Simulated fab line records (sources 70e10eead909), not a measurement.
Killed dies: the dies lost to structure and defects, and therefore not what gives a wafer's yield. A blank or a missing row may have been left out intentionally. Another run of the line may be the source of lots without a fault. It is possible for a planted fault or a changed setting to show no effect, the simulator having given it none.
Matching of chambers | flow nand-harc | NHARC_A_BLC_ALD_23 on ald-metal-01: 4 sister chambers
The step deposits TiN, target thk 3 nm, pulse time 1 s, ald cycles 150. 4 wafers are shown with their chamber, then 7 later ones without.

## WAFERS, EACH WITH ITS CHAMBER
wafer  | chamber | heater-power-w (W)
L586.5 | 3       | 1064
L586.6 | 2       | 1025
L595.2 | 0       | 1076
L595.5 | 1       | 1050

## WAFERS WITHOUT THEIR CHAMBER
wafer  | heater-power-w (W)
L595.6 | 1056
L596.1 | 1062
L596.5 | 992
L596.6 | 1081
L597.1 | 1061
L597.3 | 1069
L597.6 | 1011

## EACH ONE'S CHAMBER
wafer  | from the rows above               | in truth
L595.6 | can't be placed: 1 or 3 or 0 or 2 | 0
L596.1 | can't be placed: 3 or 1 or 0      | 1
L596.5 | can't be placed: 2 or 1           | 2
L596.6 | can't be placed: 0 or 3 or 1      | 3
L597.1 | can't be placed: 3 or 1 or 0      | 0
L597.3 | can't be placed: 3 or 0 or 1      | 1
L597.6 | can't be placed: 2 or 1           | 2
0 of 7 placed correctly. Not placeable from these rows: 7 (in 7, the candidates include the true chamber). Number placed wrongly: 0.
How it was worked out, from the rows above alone: a wafer's distance from a chamber is the root of the sum, over the readings, of the square of ((its reading less the chamber's mean) divided by the reading's scatter). If the next closest chamber is less than 2 further off than the closest, the wafer can't be placed; otherwise it belongs to the closest. The mean given for a chamber averages the wafers shown for that chamber. The scatter: root of mean squared gap, hidden wafer to nearest shown wafer, with one shown wafer a chamber.
